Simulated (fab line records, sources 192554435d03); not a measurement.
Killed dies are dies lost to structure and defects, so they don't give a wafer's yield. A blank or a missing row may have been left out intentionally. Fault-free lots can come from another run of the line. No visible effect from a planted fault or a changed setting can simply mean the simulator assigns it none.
One fault seen from 3 desks || flow n5-finfet || each desk has only its own numbers; what lay behind them comes last

== AT THE TOOL OWNER'S DESK: litho-track-04 ==
The tool's own readings at N5_BEOL_M2_COAT_76 (time 60 s, resist thk 5 nm): means of the sampled wafers that have a number, for each lot that ran on this tool. If a lot's mean is further than 4 standard deviations from the usual mean, the lot is out of limits and carries the mark OUT (the distance appears in the brackets).
Columns: A = chill-plate-temp-C at N5_BEOL_M2_COAT_76, usual 22.99 C; B = plate-temp-C at N5_BEOL_M2_COAT_76, usual 204.98 C; C = resist-line-temp-C at N5_BEOL_M2_COAT_76, usual 22.98 C; D = spin-speed-rpm at N5_BEOL_M2_COAT_76, usual 1499.9 rpm
{"lot": "L128", "first seen here": "day 8 11:41", "A": 23.11, "B": 204.99, "C": 22.98, "D": 1499.2}
{"lot": "L131", "first seen here": "day 8 18:23", "A": 22.85, "B": 204.99, "C": 23.02, "D": 1499.2}
{"lot": "L132", "first seen here": "day 9 03:45", "A": 23.03, "B": 205.18, "C": 23.04, "D": 1499.6}
{"lot": "L139", "first seen here": "day 10 23:59", "A": 22.95, "B": 204.92, "C": 22.89, "D": "1539.0 (+36) OUT"}
{"lot": "L143", "first seen here": "day 12 01:58", "A": 22.89, "B": 204.74, "C": 23.02, "D": "1538.9 (+35) OUT"}
This desk's finding: out of limits on L139, L143; first on L139, day 10 23:59 (spin-speed-rpm at N5_BEOL_M2_COAT_76). L128, L131, L132 stayed within limits.

== THE METROLOGY DESK ==
Means of the sampled wafers that have a number, per lot and without regard to the tool the lot ran on: this is what the gauges read. If a lot's mean is further than 4 standard deviations from the usual mean, the lot is out of limits and carries the mark OUT (the distance appears in the brackets). 7 of its 10 readings are shown, namely those furthest out on some lot.
Columns: A = DIBL_N at N5_BEOL_M4_RC_MEAS_101, usual 36.3 mV/V; B = IOFF_N at N5_BEOL_M4_RC_MEAS_101, usual 0.163 nA/um; C = IOFF_P at N5_BEOL_M4_RC_MEAS_101, usual 0.22 nA/um; D = ION_P at N5_BEOL_M4_RC_MEAS_101, usual 461 uA/um; E = SS_P at N5_BEOL_M4_RC_MEAS_101, usual 73.4 mV/dec; F = VT_N at N5_BEOL_M4_RC_MEAS_101, usual 249.4 mV; G = VT_P at N5_BEOL_M4_RC_MEAS_101, usual -250 mV
{"lot": "L121", "first seen here": "day 7 17:46", "A": 38.7, "B": 0.181, "C": 0.22, "D": 459, "E": 74.5, "F": 250.6, "G": -252}
{"lot": "L122", "first seen here": "day 8 04:22", "A": 35.5, "B": 0.146, "C": 0.19, "D": 456, "E": 72.8, "F": 251.5, "G": -252}
{"lot": "L124", "first seen here": "day 8 20:32", "A": 33.6, "B": 0.124, "C": 0.16, "D": 451, "E": 73.2, "F": 253.2, "G": -255}
{"lot": "L129", "first seen here": "day 9 23:45", "A": 36.1, "B": 0.153, "C": 0.21, "D": 466, "E": 73.9, "F": 250.8, "G": -250}
{"lot": "L128", "first seen here": "day 10 01:15", "A": 36.5, "B": 0.172, "C": 0.23, "D": 462, "E": 73.9, "F": 249.6, "G": -247}
{"lot": "L131", "first seen here": "day 10 16:11", "A": 37.9, "B": 0.181, "C": 0.22, "D": 460, "E": 73.4, "F": 247.8, "G": -250}
{"lot": "L132", "first seen here": "day 10 21:52", "A": 35.3, "B": 0.146, "C": 0.19, "D": 458, "E": 73.3, "F": 251.6, "G": -253}
{"lot": "L139", "first seen here": "day 12 17:44", "A": 37.0, "B": 0.180, "C": 0.24, "D": 467, "E": 73.4, "F": 245.1, "G": -247}
{"lot": "L143", "first seen here": "day 13 18:45", "A": 38.6, "B": 0.153, "C": 0.20, "D": 460, "E": 73.4, "F": 251.0, "G": -253}
This desk's verdict: no lot among the 9 shows anything out of limits.

== THE DEFECT DESK ==
Inspection counts along the route, by lot: the mean over sampled wafers that carry a number. If a lot's mean is further than 4 standard deviations from the usual mean, the lot is out of limits and carries the mark OUT (the distance appears in the brackets).
Columns: A = raw-defect-count at N5_BEOL_M2_INSPECT_13, usual 421
{"lot": "L121", "first seen here": "day 6 10:56", "A": 365}
{"lot": "L122", "first seen here": "day 6 19:46", "A": 422}
{"lot": "L124", "first seen here": "day 7 13:56", "A": 382}
{"lot": "L129", "first seen here": "day 8 09:42", "A": 469}
{"lot": "L128", "first seen here": "day 8 11:11", "A": 508}
{"lot": "L131", "first seen here": "day 8 17:53", "A": 549}
{"lot": "L132", "first seen here": "day 9 02:49", "A": 340}
{"lot": "L139", "first seen here": "day 10 23:24", "A": 426}
{"lot": "L143", "first seen here": "day 12 01:27", "A": 391}
This desk's verdict: no lot among the 9 shows anything out of limits.

== TAKEN TOGETHER ==
An alarm could have come from the tool owner's desk at day 10 23:59, on L139, L143.
From the metrology desk's view, nothing was out of limits.
Nothing out of limits was seen by the defect desk.
The metrology desk holds a record of L139, L143, inside its limits.
The defect desk has L139, L143 on record, within its limits.
The lots listed all ran N5_BEOL_M2_COAT_76 on litho-track-04.

== WHAT HAD BEEN PUT IN BY THE SIMULATOR ==
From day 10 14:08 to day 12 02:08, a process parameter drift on litho-track-04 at N5_BEOL_M2_COAT_76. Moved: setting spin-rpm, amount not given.
Struck lots among those shown: L139, L143.
Each desk's first reading out of limits, in hours after the fault started: the tool owner's desk, 10.
